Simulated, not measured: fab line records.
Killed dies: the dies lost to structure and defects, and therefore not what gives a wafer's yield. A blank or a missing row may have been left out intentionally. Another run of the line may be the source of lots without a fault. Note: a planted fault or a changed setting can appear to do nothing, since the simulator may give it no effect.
Matching of chambers ; flow n5_finfet ; N5_SD_EPI_N_ETCH_16 on rie_diel-05: 4 sister chambers
The step etches SiO2 in CHF3/O2, target depth 5 nm. 8 wafers are shown with their chamber, then 8 later ones without.

## EACH WAFER AND ITS CHAMBER
wafer;chamber;drypump_motor_current_A (A);showerhead_plenum_p_Torr (Torr)
L083.1;0;5.4;2.37
L085.6;2;5.8;2.23
L088.1;0;5.4;2.36
L088.2;1;5.5;2.45
L090.1;1;5.4;2.45
L090.4;3;4.9;2.55
L090.6;3;4.9;2.55
L091.2;2;5.8;2.23

## WAFERS WITHOUT THEIR CHAMBER
wafer;drypump_motor_current_A (A);showerhead_plenum_p_Torr (Torr)
L091.3;4.9;2.55
L091.6;5.8;2.23
L092.1;4.9;2.55
L092.2;5.8;2.23
L092.3;5.5;2.45
L097.3;5.5;2.45
L097.4;5.4;2.36
L097.5;5.4;2.36

## THE CHAMBER EACH PASSED THROUGH
wafer;from the rows above;in truth
L091.3;3;3
L091.6;2;2
L092.1;3;3
L092.2;2;2
L092.3;1;1
L097.3;1;1
L097.4;0;0
L097.5;0;0
Correct placement for 8 of the 8. Not placeable from these rows: 0. Number placed wrongly: 0.
How it was worked out, from the rows above alone: a wafer's distance from a chamber is the root of the sum, over the readings, of the square of ((its reading less the chamber's mean) divided by the reading's scatter). If the next closest chamber is less than 2 further off than the closest, the wafer can't be placed; otherwise it belongs to the closest. A chamber's mean is the mean of its shown wafers. The scatter is the square root of a quotient: the sum, over the shown wafers, of each reading's squared deviation from its chamber's mean, divided by wafers minus chambers.
